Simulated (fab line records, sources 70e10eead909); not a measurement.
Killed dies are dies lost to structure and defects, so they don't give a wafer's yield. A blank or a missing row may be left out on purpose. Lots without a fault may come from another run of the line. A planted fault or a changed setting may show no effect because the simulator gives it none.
fab line records | flow nand_harc
record lots=24 wafers=72 last_day=33
route steps=1302 shown A_CONTACT@1016
lots that met no fault: from a run of the same line without faults
start_h: hours from the record's first day to the start of the lot's first wafer shown | wait_h: hours since the lot's step before | " the same as in the row above | L1.1+2: a row that stands for several wafers | - no value, or no start given | * or withheld: withheld | < > ~ a bound
route shown NAME@n: a module of which the file shows steps, and the number in the route of the first | usual: mean/standard deviation of fault-free wafers | same: alike in all rows | chamber/n: place in a boat | sites: the reading at each site | _std_site: their standard deviation | _edge_site: outer sites' mean less inner sites' | radius_mm: how far each site lies from the wafer's centre | mask NAME#n: copy n | behind: the tool/chamber that last shaped the wafer | hold: why the lot was held/for how many hours/how that ended | device: the transistor (n, p or np) that didn't switch | end of line: the same wafers' tests at the end of the route | a step without rows: its recipe alone | killed: dies lost to structure and defects at the first sort, not the wafer's yield | map: a wafer's dies, x killed, . not, _ none there
set.NAME: the setting as run; set.NAME@STEP: as run at that earlier step | model.NAME: the simulator's own value behind a step, which no gauge read
steps of the route over a sample of lots; a table a step, a row a wafer
services: from which hour (start_h, from the record's first day; less than 0 if before it) a tool's chamber was out of use, for how many hours, and why
## steps
# step NHARC_A_CONTACT_ETCH_122
# recipe source_w=withheld pressure_mtorr=20 bias_v=3000 time_s=190 target_depth_a=18500 ar_flow_sccm=withheld c4f8_flow_sccm=withheld o2_flow_sccm=withheld chemistry=C4F8/O2/Ar
# same time_s=190
# columns lot.wafer tool chamber start_h wait_h rf_hours_counter_h
L074.4 har_cap_etch-03 1 487.06 0.1 -
L074.3 " 0 " " -
L074.5 " 0 " " -
L075.2 har_cap_etch-02 1 510.92 0.1 85
L075.1 " 0 " " 85
L075.5 " 0 " " -
L076.2 har_cap_etch-03 1 511.25 0.1 46
L076.6 " 0 " " -
L076.5 " 1 " " -
L077.1 har_cap_etch-03 0 523.60 0.1 48
L077.4 " 1 " " -
L077.5 " 1 " " -
L078.3 har_cap_etch-03 0 533.90 0.1 -
L078.6 " 1 " " -
L078.5 " 0 " " -
L079.4 har_cap_etch-01 1 556.83 0.1 -
L079.6 " 0 " " -
L079.5 " 1 " " -
L080.4 har_cap_etch-03 0 560.29 0.1 -
L080.3 " 1 " " -
L080.6 " 1 " " -
L081.1 har_cap_etch-03 1 575.43 0.1 57
L081.4 " 1 " " -
L081.5 " 1 " " -
L082.1 har_cap_etch-02 0 576.20 0.1 95
L082.2 " 1 " " 95
L082.3 " 1 " " -
L083.1 har_cap_etch-02 1 592.85 0.1 99
L083.3 " 0 " " -
L083.6 " 0 " " -
L084.1 har_cap_etch-02 0 601.04 0.1 101
L084.2 " 1 " " 101
L084.5 " 1 " " -
L085.2 har_cap_etch-03 1 601.89 0.1 62
L085.3 " 0 " " -
L085.6 " 0 " " -
L086.1 har_cap_etch-02 1 609.05 0.1 104
L086.4 " 1 " " -
L086.6 " 0 " " -
L087.3 har_cap_etch-02 1 623.15 0.1 -
L087.4 " 0 " " -
L087.6 " 0 " " -
L088.4 har_cap_etch-02 0 636.48 0.1 -
L088.5 " 0 " " -
L088.6 " 1 " " -
L089.2 har_cap_etch-01 1 643.13 0.1 21
L089.1 " 0 " " 21
L089.4 " 1 " " -
L090.4 har_cap_etch-02 0 646.47 0.1 -
L090.3 " 1 " " -
L090.5 " 1 " " -
L091.1 har_cap_etch-01 1 682.91 0.1 26
L091.4 " 1 " " -
L091.5 " 0 " " -
L092.2 har_cap_etch-03 1 684.05 0.1 76
L092.1 " 0 " " 76
L092.3 " 1 " " -
L093.1 har_cap_etch-02 1 693.13 0.1 117
L093.4 " 0 " " -
L093.5 " 1 " " -
L094.3 har_cap_etch-01 1 693.37 0.1 -
L094.5 " 0 " " -
L094.6 " 1 " " -
L095.2 har_cap_etch-01 1 712.87 0.1 34
L095.4 " 1 " " -
L095.6 " 1 " " -
L097.2 har_cap_etch-02 1 725.31 0.1 124
L097.1 " 0 " " 124
L097.6 " 0 " " -
L096.1 har_cap_etch-01 1 728.51 0.1 36
L096.2 " 0 " " 36
L096.5 " 0 " " -
# step NHARC_A_CONTACT_ETCH_90
# recipe target_depth_a=400 over_etch_frac=0.5 time_s=85.7 ion_energy_ev=120 ch3f_flow_sccm=50 o2_flow_sccm=30 ar_flow_sccm=200 rf_w=500 bias_w=100 chemistry=CH3F/O2
# usual drypump_motor_current_A=5.7/0.47 oes_product_au=0.96/0.038 rf_vpp_V=244.5/1.5 showerhead_plenum_p_Torr=2.47/0.092 throttle_valve_pct=20.664/0.01
# same time_s=85.7
# columns lot.wafer tool chamber start_h wait_h drypump_motor_current_A oes_product_au rf_hours_counter_h rf_vpp_V showerhead_plenum_p_Torr throttle_valve_pct
L074.4 rie_diel-04 3 488.16 0.7 5.6 0.94 41 244.1 2.49 20.642
L074.3 " 0 " " 5.8 0.93 38 246.5 2.60 20.673
L074.5 " 3 " " 5.6 0.93 - 244.8 2.49 20.663
L075.1 rie_diel-08 1 512.07 0.8 5.7 0.99 23 244.7 2.49 20.650
L075.2 " 2 " " 5.3 0.98 24 242.2 2.37 20.670
L075.5 " 1 " " 5.8 0.99 - 244.4 2.49 20.688
L076.2 rie_diel-07 3 512.38 0.8 5.4 0.91 8 246.7 2.61 20.643
L076.5 " 2 " " 5.2 0.91 - 243.3 2.36 20.661
L076.6 " 3 " " 5.4 0.92 - 247.0 2.61 20.664
L077.4 rie_diel-04 3 524.71 0.7 5.6 0.92 51 244.1 2.48 20.664
L077.1 " 2 " " 5.7 0.92 54 243.9 2.48 20.654
L077.5 " 0 " " 5.8 0.93 - 246.4 2.59 20.661
L078.3 rie_diel-07 0 534.98 0.6 5.2 0.94 13 245.5 2.52 20.665
L078.5 " 3 " " 5.4 0.92 - 245.3 2.61 20.672
L078.6 " 0 " " 5.2 0.93 - 245.3 2.52 20.656
L079.6 rie_diel-04 2 557.95 0.6 5.7 0.92 - 245.2 2.47 20.658
L079.5 " 3 " " 5.6 0.93 - 245.9 2.48 20.675
L079.4 " 1 " " 5.5 0.93 - 246.0 2.57 20.669
L080.4 rie_diel-08 0 561.41 0.7 6.8 0.93 2 247.0 2.52 20.667
L080.3 " 1 " " 5.7 0.91 2 245.5 2.49 20.661
L080.6 " 3 " " 5.4 0.93 - 243.7 2.34 20.657
L081.1 rie_diel-08 3 576.59 0.9 5.4 1.01 4 242.7 2.33 20.635
L081.4 " 0 " " 6.8 1.00 4 245.5 2.52 20.675
L081.5 " 3 " " 5.3 1.00 - 241.8 2.33 20.668
L082.2 rie_diel-07 0 577.36 0.8 5.2 1.00 26 244.5 2.51 20.670
L082.3 " 1 " " 5.8 0.99 27 247.1 2.61 20.658
L082.1 " 2 " " 5.1 0.98 33 243.1 2.35 20.669
L083.3 rie_diel-08 1 594.02 0.7 5.7 0.99 7 245.9 2.49 20.661
L083.1 " 2 " " 5.4 1.01 7 244.5 2.37 20.668
L083.6 " 3 " " 5.4 1.01 - 242.7 2.33 20.673
L084.1 rie_diel-08 1 602.20 0.9 5.8 0.91 9 243.6 2.49 20.672
L084.2 " 3 " " 5.4 0.94 10 243.9 2.33 20.678
L084.5 " 0 " " 6.8 0.92 - 244.8 2.52 20.680
L085.3 rie_diel-04 0 603.04 0.6 5.8 1.00 12 246.3 2.59 20.667
L085.2 " 2 " " 5.6 0.99 22 244.9 2.47 20.656
L085.6 " 0 " " 5.8 1.00 - 245.5 2.59 20.655
L086.4 rie_diel-04 1 610.17 0.6 5.5 0.92 26 246.0 2.56 20.684
L086.1 " 2 " " 5.7 0.92 23 244.5 2.47 20.658
L086.6 " 1 " " 5.5 0.91 - 245.9 2.56 20.675
L087.3 rie_diel-08 2 624.24 0.7 5.3 0.99 14 244.3 2.36 20.660
L087.4 " 0 " " 6.8 1.00 15 245.3 2.52 20.647
L087.6 " 2 " " 5.4 1.00 - 244.0 2.36 20.672
L088.5 rie_diel-08 2 637.63 0.6 5.4 0.94 - 244.8 2.36 20.646
L088.4 " 3 " " 5.4 0.94 - 243.4 2.33 20.662
L088.6 " 1 " " 5.8 0.92 - 243.8 2.48 20.661
L089.1 rie_diel-07 0 644.27 0.8 5.2 0.94 51 244.6 2.50 20.673
L089.2 " 1 " " 5.8 0.94 50 245.6 2.60 20.673
L089.4 " 3 " " 5.4 0.90 51 245.2 2.59 20.683
L090.4 rie_diel-08 0 647.59 0.7 6.8 1.01 16 245.3 2.52 20.669
L090.3 " 1 " " 5.8 0.91 19 245.1 2.48 20.664
L090.5 " 3 " " 5.3 0.93 - 242.6 2.33 20.676
L091.4 rie_diel-08 2 684.05 0.7 5.3 0.92 23 243.0 2.36 20.672
L091.1 " 3 " " 5.4 0.93 23 241.7 2.33 20.663
L091.5 " 0 " " 6.8 0.94 - 245.4 2.51 20.675
L092.2 rie_diel-08 1 685.21 0.9 5.7 1.00 25 245.3 2.48 20.667
L092.1 " 2 " " 5.4 1.00 23 243.3 2.36 20.660
L092.3 " 3 " " 5.4 1.01 23 242.9 2.33 20.664
L093.4 rie_diel-07 2 694.34 0.7 5.2 1.00 10 242.1 2.34 20.675
L093.1 " 3 " " 5.4 1.01 13 245.2 2.58 20.664
L093.5 " 1 " " 5.9 1.02 - 245.2 2.59 20.673
L094.3 rie_diel-08 3 694.48 0.7 5.4 1.02 27 242.1 2.33 20.670
L094.5 " 0 " " 6.8 1.00 - 247.5 2.51 20.659
L094.6 " 1 " " 5.8 1.01 - 244.6 2.48 20.673
L095.2 rie_diel-08 0 714.03 0.9 6.8 0.93 28 245.6 2.51 20.655
L095.4 " 1 " " 5.7 0.91 31 244.8 2.48 20.670
L095.6 " 3 " " 5.4 0.93 - 241.8 2.33 20.681
L097.1 rie_diel-04 1 726.46 0.8 5.5 0.99 3 245.5 2.55 20.664
L097.2 " 3 " " 5.6 0.99 3 244.9 2.46 20.682
L097.6 " 0 " " 5.8 1.00 - 244.9 2.57 20.643
L096.2 rie_diel-07 3 729.66 0.8 5.4 0.92 25 246.2 2.58 20.660
L096.1 " 1 " " 5.8 0.94 24 246.9 2.59 20.661
L096.5 " 3 " " 5.4 0.92 - 245.2 2.58 20.662
# step NHARC_A_CONTACT_DEP_57
# recipe target_thk_a=53000 temp_c=400 material=aC
# usual throttle_valve_pct=35.000/0.0098
# columns lot.wafer tool chamber start_h wait_h throttle_valve_pct
L074.3 acl_dep-01 0 493.61 - 35.002
L074.4 " 0 " " 35.006
L074.5 " 0 " " 34.997
L075.1 acl_dep-02 0 513.28 - 35.017
L075.2 " 0 " " 35.001
L075.5 " 0 515.41 - 34.994
L076.2 acl_dep-03 0 514.20 - 35.004
L076.5 " 0 515.82 - 34.997
L076.6 " 0 " " 35.004
L077.1 acl_dep-03 0 529.28 - 34.989
L077.4 " 0 530.91 - 35.012
L077.5 " 0 " " 34.999
L078.3 acl_dep-03 0 537.20 - 35.004
L078.5 " 0 538.27 - 34.983
L078.6 " 0 " " 34.999
L079.4 acl_dep-03 0 565.74 - 35.002
L079.5 " 0 " " 35.003
L079.6 " 0 " " 35.004
L080.3 acl_dep-03 0 568.42 - 35.025
L080.4 " 0 " " 35.002
L080.6 " 0 570.01 - 34.999
L081.1 acl_dep-03 0 580.08 - 34.993
L081.4 " 0 581.71 - 35.008
L081.5 " 0 " " 35.001
L082.1 acl_dep-01 0 580.23 - 34.991
L082.2 " 0 " " 34.997
L082.3 " 0 " " 34.991
L083.1 acl_dep-02 0 598.91 - 35.004
L083.3 " 0 599.99 - 34.999
L083.6 " 0 601.62 - 34.998
L084.1 acl_dep-03 0 604.37 - 35.001
L084.2 " 0 " " 34.985
L084.5 " 0 606.50 - 35.013
L085.2 acl_dep-01 0 605.97 - 34.994
L085.3 " 0 " " 34.985
L085.6 " 0 608.12 - 35.021
L086.1 acl_dep-01 0 612.27 - 34.994
L086.4 " 0 613.87 - 34.997
L086.6 " 0 614.94 - 35.009
L087.3 acl_dep-01 0 626.69 - 35.000
L087.4 " 0 " " 34.996
L087.6 " 0 628.28 - 35.006
L088.4 acl_dep-03 0 643.12 - 34.994
L088.5 " 0 " " 34.985
L088.6 " 0 " " 35.002
L089.1 acl_dep-03 0 645.44 - 35.019
L089.2 " 0 " " 35.008
L089.4 " 0 647.06 - 34.999
L090.3 acl_dep-03 0 649.79 - 34.991
L090.4 " 0 " " 35.004
L090.5 " 0 " " 35.001
L091.1 acl_dep-03 0 687.91 - 34.992
L091.4 " 0 689.53 - 34.997
L091.5 " 0 " " 35.009
L092.1 acl_dep-02 0 688.50 - 34.994
L092.2 " 0 " " 34.994
L092.3 " 0 " " 35.002
L093.1 acl_dep-03 0 695.49 - 35.004
L093.4 " 0 697.06 - 34.997
L093.5 " 0 " " 34.996
L094.3 acl_dep-02 0 696.68 - 35.012
L094.5 " 0 697.74 - 35.000
L094.6 " 0 " " 35.004
L095.2 acl_dep-01 0 715.72 - 35.004
L095.4 " 0 716.78 - 34.990
L095.6 " 0 717.83 - 34.999
L097.1 acl_dep-01 0 728.30 - 34.981
L097.2 " 0 " " 35.010
L097.6 " 0 731.01 - 34.988
L096.1 acl_dep-01 0 731.56 - 34.983
L096.2 " 0 " " 35.005
L096.5 " 0 733.68 - 35.001
# step NHARC_A_CONTACT_ETCH_124
# recipe source_w=withheld pressure_mtorr=20 bias_v=withheld time_s=140 target_depth_a=7000 ar_flow_sccm=withheld c4f8_flow_sccm=withheld o2_flow_sccm=withheld chemistry=C4F8/O2/Ar
# same time_s=140
# columns lot.wafer tool chamber start_h wait_h rf_hours_counter_h
L074.4 har_cap_etch-02 0 498.28 - -
L074.3 " 1 " " -
L074.5 " 0 " " -
L075.2 har_cap_etch-01 1 518.81 - 0
L075.1 " 0 " " 0
L075.5 " 1 " " -
L076.2 har_cap_etch-02 1 519.41 - 86
L076.6 " 0 " " -
L076.5 " 1 " " -
L077.1 har_cap_etch-02 0 534.95 - 89
L077.4 " 0 " " -
L077.5 " 1 " " -
L078.3 har_cap_etch-03 1 544.85 - -
L078.5 " 1 " " -
L078.6 " 0 " " -
L079.4 har_cap_etch-02 0 569.98 - -
L079.6 " 0 " " -
L079.5 " 1 " " -
L080.3 har_cap_etch-01 1 573.05 - -
L080.4 " 0 " " -
L080.6 " 1 " " -
L081.1 har_cap_etch-03 0 586.03 - 58
L081.4 " 1 " " -
L081.5 " 1 " " -
L082.1 har_cap_etch-01 1 586.67 - 10
L082.2 " 0 " " 10
L082.3 " 0 " " -
L083.1 har_cap_etch-01 1 604.65 - 13
L083.3 " 0 " " -
L083.6 " 1 " " -
L084.1 har_cap_etch-03 1 610.03 - 63
L084.2 " 0 " " 63
L084.5 " 1 " " -
L085.2 har_cap_etch-01 1 611.16 - 15
L085.3 " 0 " " -
L085.6 " 1 " " -
L086.1 har_cap_etch-03 0 617.93 - 65
L086.4 " 1 " " -
L086.6 " 1 " " -
L087.4 har_cap_etch-03 1 631.68 - -
L087.3 " 0 " " -
L087.6 " 1 " " -
L088.4 har_cap_etch-01 0 647.38 - -
L088.6 " 0 " " -
L088.5 " 1 " " -
L089.2 har_cap_etch-03 0 651.15 - 71
L089.1 " 1 " " 71
L089.4 " 1 " " -
L090.4 har_cap_etch-02 1 654.47 - -
L090.3 " 0 " " -
L090.5 " 0 " " -
L091.1 har_cap_etch-03 1 693.67 - 76
L091.4 " 1 " " -
L091.5 " 0 " " -
L092.1 har_cap_etch-02 0 694.78 - 118
L092.2 " 1 " " 118
L092.3 " 1 " " -
L093.1 har_cap_etch-01 0 701.14 - 29
L093.4 " 0 " " -
L093.5 " 1 " " -
L094.3 har_cap_etch-03 0 701.32 - -
L094.5 " 0 " " -
L094.6 " 1 " " -
L095.2 har_cap_etch-03 0 721.17 - 81
L095.4 " 1 " " -
L095.6 " 0 " " -
L097.1 har_cap_etch-02 1 734.05 - 125
L097.2 " 0 " " 125
L097.6 " 1 " " -
L096.2 har_cap_etch-03 1 737.21 - 84
L096.1 " 0 " " 84
L096.5 " 1 " " -
# step NHARC_A_CONTACT_ETCH_97
# recipe target_depth_a=200 over_etch_frac=0.5 time_s=10 ion_energy_ev=250 c4f6_flow_sccm=25 o2_flow_sccm=20 ar_flow_sccm=500 rf_w=600 bias_w=500 chemistry=C4F6/O2
# usual drypump_motor_current_A=5.7/0.41 oes_product_au=0.955/0.018 rf_vpp_V=547.5/2.9 showerhead_plenum_p_Torr=3.95/0.14 throttle_valve_pct=26.901/0.0091
# same time_s=10
# columns lot.wafer tool chamber start_h wait_h drypump_motor_current_A oes_product_au rf_hours_counter_h rf_vpp_V showerhead_plenum_p_Torr throttle_valve_pct
L074.4 rie_diel-04 2 - - 5.6 0.952 45 547.7 3.95 26.916
L074.3 " 0 " " 5.8 0.952 42 552.1 4.13 26.902
L074.5 " 3 " " 5.6 0.950 - 547.0 3.97 26.888
L076.2 rie_diel-04 1 - - 5.5 0.951 51 551.2 4.09 26.904
L076.6 " 3 " " 5.6 0.954 - 547.4 3.96 26.891
L076.5 " 0 " " 5.8 0.942 - 551.7 4.12 26.899
L075.2 rie_diel-08 3 - - 5.3 0.942 29 542.4 3.74 26.898
L075.1 " 0 " " 6.8 0.937 28 549.6 4.02 26.910
L075.5 " 3 " " 5.4 0.945 - 542.7 3.74 26.907
L077.1 rie_diel-08 2 - - 5.4 0.932 28 545.0 3.79 26.907
L077.4 " 3 " " 5.4 0.958 31 543.5 3.74 26.891
L077.5 " 0 " " 6.8 0.954 - 548.3 4.02 26.916
L078.3 rie_diel-07 3 - - 5.4 0.955 18 550.0 4.14 26.893
L078.5 " 1 " " 5.9 0.944 - 551.2 4.15 26.905
L078.6 " 2 " " 5.2 0.950 - 543.1 3.76 26.897
L079.4 rie_diel-04 3 - - 5.6 0.970 14 547.7 3.95 26.907
L079.5 " 1 " " 5.5 0.950 - 550.8 4.08 26.909
L079.6 " 2 " " 5.7 0.953 - 547.0 3.94 26.911
L080.4 rie_diel-08 3 - - 5.4 0.960 4 543.7 3.74 26.899
L080.3 " 1 " " 5.8 0.934 4 547.5 3.97 26.893
L080.6 " 3 " " 5.4 0.966 - 544.2 3.74 26.906
L081.1 rie_diel-08 2 - - 5.4 0.950 6 545.0 3.79 26.889
L081.4 " 0 " " 6.8 0.947 7 549.0 4.02 26.913
L081.5 " 2 " " 5.4 0.946 - 544.8 3.79 26.900
L082.3 rie_diel-04 2 589.30 0.2 5.7 0.993 18 547.2 3.94 26.891
L082.1 " 0 " " 5.8 1.000 8 550.9 4.12 26.899
L082.2 " 1 " " 5.5 0.984 21 550.7 4.08 26.891
L083.3 rie_diel-04 2 - - 5.7 0.929 23 547.7 3.93 26.922
L083.1 " 0 " " 5.8 0.957 13 549.3 4.11 26.908
L083.6 " 1 " " 5.5 0.938 - 549.0 4.07 26.905
L084.2 rie_diel-07 1 - - 5.9 0.962 39 551.2 4.14 26.883
L084.1 " 2 " " 5.2 0.950 43 542.9 3.75 26.891
L084.5 " 0 " " 5.2 0.955 - 547.8 4.00 26.904
L085.2 rie_diel-04 0 - - 5.8 1.010 14 551.3 4.11 26.894
L085.3 " 1 " " 5.5 0.991 27 551.1 4.07 26.902
L085.6 " 0 " " 5.8 1.006 - 550.5 4.11 26.917
L086.1 rie_diel-08 3 - - 5.4 0.959 13 542.3 3.73 26.900
L086.4 " 0 " " 6.8 0.959 14 548.0 4.01 26.887
L086.6 " 2 " " 5.4 0.960 - 543.0 3.78 26.902
L087.3 rie_diel-08 3 634.64 0.1 5.4 0.964 16 543.8 3.73 26.902
L087.4 " 1 " " 5.8 0.947 - 545.1 3.96 26.906
L087.6 " 2 " " 5.4 0.956 - 543.9 3.78 26.899
L088.4 rie_diel-04 1 - - 5.5 0.945 37 549.5 4.07 26.918
L088.6 " 3 " " 5.7 0.963 - 547.0 3.94 26.907
L088.5 " 0 " " 5.8 0.953 - 548.9 4.11 26.900
L089.4 rie_diel-08 3 - - 5.4 0.972 20 541.0 3.73 26.904
L089.1 " 0 " " 6.8 0.971 18 549.5 4.01 26.908
L089.2 " 1 " " 5.8 0.944 21 548.3 3.96 26.902
L090.4 rie_diel-08 1 - - 5.8 0.947 21 548.4 3.96 26.901
L090.3 " 2 " " 5.4 0.955 20 542.8 3.78 26.898
L090.5 " 0 " " 6.8 0.942 - 548.3 4.01 26.882
L091.1 rie_diel-08 1 - - 5.8 0.945 27 547.3 3.96 26.907
L091.4 " 3 " " 5.4 0.967 27 542.9 3.72 26.903
L091.5 " 2 " " 5.4 0.938 - 542.7 3.77 26.914
L092.3 rie_diel-07 0 - - 5.2 0.956 12 547.9 3.98 26.906
L092.1 " 2 " " 5.1 0.953 12 542.9 3.74 26.904
L092.2 " 3 " " 5.4 0.939 14 550.3 4.11 26.892
L093.4 rie_diel-04 0 - - 5.8 0.923 44 549.5 4.10 26.902
L093.1 " 3 " " 5.7 0.946 44 547.5 3.93 26.907
L093.5 " 0 " " 5.8 0.928 - 550.3 4.10 26.909
L094.3 rie_diel-08 1 - - 5.7 0.925 29 546.0 3.96 26.902
L094.5 " 2 " " 5.4 0.951 - 543.1 3.77 26.893
L094.6 " 3 " " 5.4 0.960 - 543.7 3.72 26.905
L095.4 rie_diel-07 2 - - 5.1 0.942 23 542.7 3.73 26.900
L095.2 " 3 " " 5.4 0.935 24 550.0 4.11 26.916
L095.6 " 2 " " 5.2 0.950 - 543.0 3.73 26.886
L097.1 rie_diel-07 2 - - 5.1 0.953 26 544.9 3.73 26.906
L097.2 " 3 " " 5.4 0.948 27 551.8 4.10 26.898
L097.6 " 2 " " 5.2 0.964 - 543.3 3.73 26.913
L096.2 rie_diel-04 0 - - 5.8 0.956 10 550.2 4.09 26.896
L096.1 " 2 " " 5.7 1.014 6 546.3 3.91 26.913
L096.5 " 3 " " 5.6 0.946 - 546.7 3.93 26.906
# step NHARC_A_CONTACT_ETCH_30
# recipe target_depth_a=726 time_s=36.3 cf4_flow_sccm=100 chf3_flow_sccm=30 ar_flow_sccm=0 rf_w=500 bias_w=200 chemistry=CF4/CHF3
# usual drypump_motor_current_A=5.7/0.5 oes_product_au=0.931/0.016 rf_vpp_V=370.7/2.1 showerhead_plenum_p_Torr=1.58/0.059 throttle_valve_pct=16.805/0.0088
# same time_s=36.3
# columns lot.wafer tool chamber start_h wait_h drypump_motor_current_A oes_product_au rf_hours_counter_h rf_vpp_V showerhead_plenum_p_Torr throttle_valve_pct
L074.4 rie_diel-08 1 - - 5.7 0.931 23 371.5 1.60 16.805
L074.3 " 2 " " 5.4 0.920 24 368.5 1.52 16.812
L074.5 " 1 " " 5.7 0.912 - 372.1 1.60 16.814
L076.2 rie_diel-08 1 - - 5.7 0.912 25 371.9 1.60 16.805
L076.5 " 1 " " 5.7 0.926 - 371.6 1.60 16.801
L076.6 " 2 " " 5.3 0.911 - 369.2 1.52 16.794
L075.2 rie_diel-07 2 - - 5.2 0.965 13 367.6 1.51 16.802
L075.1 " 0 " " 5.2 0.984 11 370.9 1.61 16.808
L075.5 " 1 " " 5.9 0.988 - 374.0 1.67 16.788
L077.1 rie_diel-08 1 - - 5.7 0.935 27 371.0 1.60 16.791
L077.4 " 0 " " 6.8 0.931 30 372.2 1.61 16.799
L077.5 " 1 " " 5.8 0.934 - 371.4 1.59 16.811
L078.3 rie_diel-07 0 - - 5.2 0.933 19 371.7 1.61 16.810
L078.6 " 3 " " 5.4 0.928 - 373.7 1.66 16.796
L078.5 " 0 " " 5.2 0.928 - 372.3 1.61 16.793
L079.4 rie_diel-04 2 - - 5.7 0.912 13 370.1 1.58 16.801
L079.6 " 2 " " 5.7 0.921 - 371.6 1.58 16.798
L079.5 " 3 " " 5.6 0.927 - 371.0 1.58 16.810
L080.3 rie_diel-07 1 - - 5.8 0.933 33 373.0 1.66 16.788
L080.4 " 2 " " 5.1 0.924 37 367.5 1.50 16.799
L080.6 " 0 " " 5.2 0.932 - 372.1 1.61 16.797
L081.1 rie_diel-08 0 - - 6.8 0.934 7 371.6 1.61 16.800
L081.4 " 3 " " 5.4 0.938 7 367.4 1.50 16.799
L081.5 " 0 " " 6.8 0.925 - 372.7 1.61 16.795
L082.1 rie_diel-04 1 - - 5.4 0.913 23 373.5 1.64 16.799
L082.2 " 2 " " 5.7 0.915 20 371.5 1.58 16.829
L082.3 " 0 " " 5.8 0.913 10 373.3 1.65 16.798
L083.3 rie_diel-08 1 - - 5.8 0.917 13 371.6 1.59 16.801
L083.1 " 0 " " 6.8 0.924 13 371.1 1.61 16.804
L083.6 " 1 " " 5.7 0.915 - 371.5 1.59 16.806
L084.2 rie_diel-08 3 - - 5.3 0.933 13 367.2 1.49 16.809
L084.1 " 0 " " 6.8 0.927 14 371.8 1.61 16.803
L084.5 " 3 " " 5.4 0.935 - 368.8 1.49 16.789
L085.2 rie_diel-08 0 - - 6.8 0.927 14 370.1 1.61 16.801
L085.3 " 1 " " 5.7 0.922 14 370.5 1.59 16.806
L085.6 " 0 " " 6.8 0.932 - 372.2 1.61 16.817
L086.4 rie_diel-08 2 - - 5.4 0.918 15 368.2 1.51 16.797
L086.1 " 0 " " 6.8 0.930 15 372.1 1.61 16.806
L086.6 " 3 " " 5.3 0.940 - 367.5 1.49 16.802
L087.4 rie_diel-07 1 - - 5.9 0.935 50 372.1 1.66 16.791
L087.3 " 2 " " 5.2 0.926 54 367.4 1.50 16.808
L087.6 " 0 " " 5.2 0.926 - 371.5 1.60 16.810
L088.4 rie_diel-08 0 - - 6.8 0.937 18 370.5 1.61 16.805
L088.6 " 2 " " 5.4 0.914 - 368.6 1.51 16.813
L088.5 " 3 " " 5.3 0.936 - 368.9 1.49 16.811
L089.2 rie_diel-08 2 - - 5.4 0.930 21 367.4 1.51 16.809
L089.4 " 3 " " 5.3 0.934 21 367.1 1.49 16.803
L089.1 " 0 " " 6.8 0.934 19 370.0 1.61 16.812
L090.3 rie_diel-08 1 - - 5.7 0.909 22 371.3 1.59 16.817
L090.4 " 2 " " 5.4 0.920 21 367.2 1.51 16.800
L090.5 " 0 " " 6.8 0.934 - 372.8 1.61 16.807
L091.1 rie_diel-08 3 - - 5.4 0.930 28 368.4 1.49 16.804
L091.4 " 1 " " 5.7 0.920 28 370.6 1.59 16.816
L091.5 " 0 " " 6.8 0.930 - 370.4 1.61 16.782
L092.1 rie_diel-07 1 - - 5.9 0.987 13 372.9 1.66 16.801
L092.2 " 3 " " 5.4 0.949 16 373.9 1.65 16.802
L092.3 " 0 " " 5.2 0.958 14 370.8 1.60 16.809
L093.1 rie_diel-08 0 - - 6.8 0.943 27 371.7 1.61 16.804
L093.4 " 1 " " 5.7 0.914 29 371.8 1.59 16.808
L093.5 " 0 " " 6.8 0.931 - 371.4 1.61 16.797
L094.3 rie_diel-04 3 - - 5.6 0.935 45 370.9 1.58 16.814
L094.6 " 3 " " 5.6 0.932 - 371.2 1.58 16.797
L094.5 " 0 " " 5.8 0.928 - 372.2 1.64 16.808
L095.2 rie_diel-04 3 - - 5.6 0.927 4 372.5 1.58 16.819
L095.6 " 0 " " 5.8 0.935 - 373.1 1.64 16.807
L095.4 " 3 " " 5.6 0.927 - 371.0 1.58 16.808
L097.1 rie_diel-08 1 - - 5.7 0.934 3 371.1 1.59 16.815
L097.2 " 3 " " 5.4 0.940 2 368.3 1.49 16.801
L097.6 " 1 " " 5.7 0.933 - 371.8 1.59 16.806
L096.2 rie_diel-07 1 - - 5.9 0.933 29 374.1 1.65 16.788
L096.1 " 0 " " 5.2 0.932 29 370.9 1.59 16.824
L096.5 " 1 " " 5.9 0.942 - 372.6 1.65 16.829
## services
# columns tool chamber start_h hours kind
har_cap_etch-02 - 478.90 11.0 repair
acl_dep-03 - 485.89 13.0 pm
har_cap_etch-01 - 497.63 17.0 pm
rie_diel-04 - 532.93 9.0 pm
rie_diel-08 - 536.17 0.4 repair
rie_diel-08 - 544.87 9.0 pm
rie_diel-07 1 554.62 4.5 repair
rie_diel-07 0 555.62 7.3 repair
har_cap_etch-03 - 566.91 0.3 repair
rie_diel-04 3 582.21 24.3 repair
rie_diel-04 - 597.26 0.4 repair
rie_diel-07 3 624.07 13.7 repair
rie_diel-08 0 632.02 11.3 repair
rie_diel-07 - 648.20 9.0 pm
rie_diel-08 3 663.73 13.8 repair
har_cap_etch-03 - 665.38 0.3 repair
rie_diel-07 - 671.04 1.6 repair
rie_diel-04 2 673.46 3.1 repair
rie_diel-04 - 709.98 9.0 pm
har_cap_etch-03 - 712.64 2.1 repair
rie_diel-08 - 721.90 9.0 pm
rie_diel-04 2 724.15 3.9 repair
rie_diel-08 0 737.35 3.4 repair
rie_diel-08 2 742.00 42.1 repair
## key
fault none
